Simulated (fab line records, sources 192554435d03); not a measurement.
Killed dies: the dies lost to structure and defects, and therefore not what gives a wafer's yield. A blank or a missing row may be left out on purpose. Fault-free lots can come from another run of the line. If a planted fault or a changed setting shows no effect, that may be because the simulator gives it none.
Matching of chambers + flow n5_finfet + ald_metal-02 running N5_BEOL_M11_ALD_74: 4 sister chambers
The step deposits TaN, target thk 2 nm, pulse time 2 s, purge time 3 s. 4 wafers are shown with their chamber, then 10 later ones without.

## EACH WAFER AND ITS CHAMBER
| wafer  | chamber | heater_power_w (W) |
|--------|---------|--------------------|
| L084.4 | 1       | 368                |
| L091.6 | 3       | 400                |
| L090.1 | 2       | 402                |
| L090.2 | 0       | 386                |

## WAFERS WITHOUT THEIR CHAMBER
| wafer  | heater_power_w (W) |
|--------|--------------------|
| L090.4 | 385                |
| L092.3 | 413                |
| L092.4 | 397                |
| L092.5 | 404                |
| L096.3 | 334                |
| L096.5 | 395                |
| L096.6 | 395                |
| L097.1 | 402                |
| L097.3 | 335                |
| L097.5 | 390                |

## THE CHAMBER EACH PASSED THROUGH
| wafer  | from the rows above               | in truth |
|--------|-----------------------------------|----------|
| L090.4 | can't be placed: 0 or 3 or 1 or 2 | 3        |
| L092.3 | can't be placed: 2 or 3 or 0      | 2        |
| L092.4 | can't be placed: 3 or 2 or 0 or 1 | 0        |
| L092.5 | can't be placed: 2 or 3 or 0      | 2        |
| L096.3 | can't be placed: 1 or 0           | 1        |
| L096.5 | can't be placed: 3 or 2 or 0 or 1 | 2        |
| L096.6 | can't be placed: 3 or 2 or 0 or 1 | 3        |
| L097.1 | can't be placed: 2 or 3 or 0      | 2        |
| L097.3 | can't be placed: 1 or 0           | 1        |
| L097.5 | can't be placed: 0 or 3 or 2 or 1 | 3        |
Correct placement for 0 of the 10. Cannot be placed on the basis of these rows: 10; the candidates contain the true chamber in 10. Placed wrongly: 0.
How it was worked out, from the rows above alone: a wafer's distance from a chamber is the root of the sum, over the readings, of the square of ((its reading less the chamber's mean) divided by the reading's scatter). The wafer belongs to the nearest chamber; if the next one is less than 2 further off, it can't be placed. A chamber's mean is the mean of its shown wafers. The scatter: with one shown wafer a chamber, the root of the mean of the squares of how far each hidden wafer lies from its nearest shown one.
